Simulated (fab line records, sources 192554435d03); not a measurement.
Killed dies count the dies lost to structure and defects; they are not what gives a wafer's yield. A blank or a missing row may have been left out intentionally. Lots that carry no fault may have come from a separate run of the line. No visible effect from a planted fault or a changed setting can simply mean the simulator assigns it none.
Chamber matching	flow n5 finfet	ald sin-04 running N5_SDB_ALD_29: 4 sister chambers
The step deposits SiNx, target thk 30 nm, pulse time 1 s, ald cycles 600. 4 wafers are shown with their chamber, then 7 later ones without.

== WAFERS, EACH WITH ITS CHAMBER ==
wafer	chamber	heater power w (W)
L081.6	0	847
L085.1	2	965
L088.2	3	863
L088.3	1	914

== WAFERS WITHOUT THEIR CHAMBER ==
wafer	heater power w (W)
L088.5	940
L095.2	886
L095.3	872
L095.6	873
L097.1	893
L097.3	899
L097.6	895

== EACH ONE'S CHAMBER ==
wafer	from the rows above	in truth
L088.5	can't be placed: 2 or 1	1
L095.2	can't be placed: 3 or 1 or 0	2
L095.3	can't be placed: 3 or 0 or 1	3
L095.6	can't be placed: 3 or 0 or 1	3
L097.1	can't be placed: 1 or 3 or 0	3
L097.3	can't be placed: 1 or 3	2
L097.6	can't be placed: 1 or 3 or 0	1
Correct placement for 0 of the 7. Not placeable from these rows: 7 (in 5, the candidates include the true chamber). Placed wrongly: 0.
How it was worked out, from the rows above alone: a wafer's distance from a chamber is the root of the sum, over the readings, of the square of ((its reading less the chamber's mean) divided by the reading's scatter). The wafer belongs to the nearest chamber; if the next one is less than 2 further off, it can't be placed. The mean given for a chamber averages the wafers shown for that chamber. The scatter: with one shown wafer a chamber, the root of the mean of the squares of how far each hidden wafer lies from its nearest shown one.
